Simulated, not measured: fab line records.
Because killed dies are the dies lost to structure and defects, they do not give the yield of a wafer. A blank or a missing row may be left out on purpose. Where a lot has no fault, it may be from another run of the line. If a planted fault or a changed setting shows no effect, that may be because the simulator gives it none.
Chamber matching || flow nandHarc || NHARC_A_STAIRCASE_ALD_415 on aldHk-03: 4 sister chambers
The step deposits SiO2, target thk 30 nm, pulse time 6 s, ald cycles 300. 24 wafers are shown with their chamber, then 12 later ones without.

## WAFERS, EACH WITH ITS CHAMBER
{"wafer": "L077.2", "chamber": 3, "heaterPowerW (W)": 526, "precursorPulseHeightRel": 1.026}
{"wafer": "L077.3", "chamber": 0, "heaterPowerW (W)": 472, "precursorPulseHeightRel": 0.978}
{"wafer": "L077.4", "chamber": 2, "heaterPowerW (W)": 519, "precursorPulseHeightRel": 1.025}
{"wafer": "L078.1", "chamber": 3, "heaterPowerW (W)": 509, "precursorPulseHeightRel": 0.963}
{"wafer": "L078.2", "chamber": 2, "heaterPowerW (W)": 509, "precursorPulseHeightRel": 0.986}
{"wafer": "L078.3", "chamber": 0, "heaterPowerW (W)": 462, "precursorPulseHeightRel": 0.978}
{"wafer": "L080.1", "chamber": 1, "heaterPowerW (W)": 466, "precursorPulseHeightRel": 0.994}
{"wafer": "L080.2", "chamber": 2, "heaterPowerW (W)": 529, "precursorPulseHeightRel": 1.012}
{"wafer": "L080.6", "chamber": 0, "heaterPowerW (W)": 454, "precursorPulseHeightRel": 0.983}
{"wafer": "L079.2", "chamber": 2, "heaterPowerW (W)": 518, "precursorPulseHeightRel": 0.990}
{"wafer": "L079.3", "chamber": 3, "heaterPowerW (W)": 507, "precursorPulseHeightRel": 0.992}
{"wafer": "L079.4", "chamber": 0, "heaterPowerW (W)": 459, "precursorPulseHeightRel": 1.035}
{"wafer": "L082.2", "chamber": 2, "heaterPowerW (W)": 520, "precursorPulseHeightRel": 1.002}
{"wafer": "L082.3", "chamber": 0, "heaterPowerW (W)": 477, "precursorPulseHeightRel": 0.965}
{"wafer": "L082.5", "chamber": 0, "heaterPowerW (W)": 477, "precursorPulseHeightRel": 1.002}
{"wafer": "L084.1", "chamber": 0, "heaterPowerW (W)": 470, "precursorPulseHeightRel": 0.984}
{"wafer": "L084.2", "chamber": 2, "heaterPowerW (W)": 536, "precursorPulseHeightRel": 1.007}
{"wafer": "L084.6", "chamber": 0, "heaterPowerW (W)": 456, "precursorPulseHeightRel": 0.998}
{"wafer": "L085.2", "chamber": 0, "heaterPowerW (W)": 486, "precursorPulseHeightRel": 0.999}
{"wafer": "L085.3", "chamber": 3, "heaterPowerW (W)": 512, "precursorPulseHeightRel": 1.025}
{"wafer": "L085.5", "chamber": 1, "heaterPowerW (W)": 462, "precursorPulseHeightRel": 0.997}
{"wafer": "L086.3", "chamber": 2, "heaterPowerW (W)": 490, "precursorPulseHeightRel": 0.985}
{"wafer": "L086.5", "chamber": 2, "heaterPowerW (W)": 487, "precursorPulseHeightRel": 0.984}
{"wafer": "L086.6", "chamber": 1, "heaterPowerW (W)": 460, "precursorPulseHeightRel": 1.051}

SIGNATURES, as means of the wafers listed above
{"reading": "heaterPowerW", "chamber 0": 468.11, "chamber 1": 462.67, "chamber 2": 513.50, "chamber 3": 513.50, "scatter within a chamber": 12.9}
{"reading": "precursorPulseHeightRel", "chamber 0": 0.99133, "chamber 1": 1.01400, "chamber 2": 0.99887, "chamber 3": 1.00150, "scatter within a chamber": 0.022}
Rule: a wafer lies at a distance from a chamber equal to the root of the sum of squares, over the readings, of (its reading less the chamber's mean, divided by the reading's scatter). The wafer belongs to the nearest chamber; if the next one is less than 2 further off, it can't be placed. The scatter: take each reading less its chamber's mean, square it, sum over the shown wafers, divide by the number of wafers less the number of chambers, and take the root.

## WAFERS WITH NO CHAMBER GIVEN
{"wafer": "L090.1", "heaterPowerW (W)": 511, "precursorPulseHeightRel": 1.003}
{"wafer": "L090.5", "heaterPowerW (W)": 472, "precursorPulseHeightRel": 1.010}
{"wafer": "L090.6", "heaterPowerW (W)": 494, "precursorPulseHeightRel": 0.989}
{"wafer": "L089.1", "heaterPowerW (W)": 496, "precursorPulseHeightRel": 1.004}
{"wafer": "L089.2", "heaterPowerW (W)": 497, "precursorPulseHeightRel": 1.008}
{"wafer": "L089.3", "heaterPowerW (W)": 455, "precursorPulseHeightRel": 0.986}
{"wafer": "L092.1", "heaterPowerW (W)": 485, "precursorPulseHeightRel": 1.003}
{"wafer": "L092.2", "heaterPowerW (W)": 514, "precursorPulseHeightRel": 0.972}
{"wafer": "L092.4", "heaterPowerW (W)": 478, "precursorPulseHeightRel": 1.030}
{"wafer": "L092.3", "heaterPowerW (W)": 469, "precursorPulseHeightRel": 1.012}
{"wafer": "L092.5", "heaterPowerW (W)": 492, "precursorPulseHeightRel": 0.999}
{"wafer": "L092.6", "heaterPowerW (W)": 460, "precursorPulseHeightRel": 0.987}

## CHAMBER TAKEN BY EACH
{"wafer": "L090.1", "from the rows above": "can't be placed: 3 or 2", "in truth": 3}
{"wafer": "L090.5", "from the rows above": "can't be placed: 1 or 0", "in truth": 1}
{"wafer": "L090.6", "from the rows above": "can't be placed: 2 or 3 or 0 or 1", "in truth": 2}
{"wafer": "L089.1", "from the rows above": "can't be placed: 3 or 2 or 0 or 1", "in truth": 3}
{"wafer": "L089.2", "from the rows above": "can't be placed: 3 or 2 or 0 or 1", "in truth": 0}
{"wafer": "L089.3", "from the rows above": "can't be placed: 0 or 1", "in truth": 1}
{"wafer": "L092.1", "from the rows above": "can't be placed: 0 or 1 or 3 or 2", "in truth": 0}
{"wafer": "L092.2", "from the rows above": "can't be placed: 2 or 3", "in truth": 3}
{"wafer": "L092.4", "from the rows above": "can't be placed: 1 or 0 or 3 or 2", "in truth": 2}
{"wafer": "L092.3", "from the rows above": "can't be placed: 1 or 0", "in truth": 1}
{"wafer": "L092.5", "from the rows above": "can't be placed: 2 or 3 or 0 or 1", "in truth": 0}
{"wafer": "L092.6", "from the rows above": "can't be placed: 0 or 1", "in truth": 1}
0 of 12 placed correctly. From these rows, 12 cannot be placed; in 12 the true chamber is one of the candidates. 0 placed wrongly.
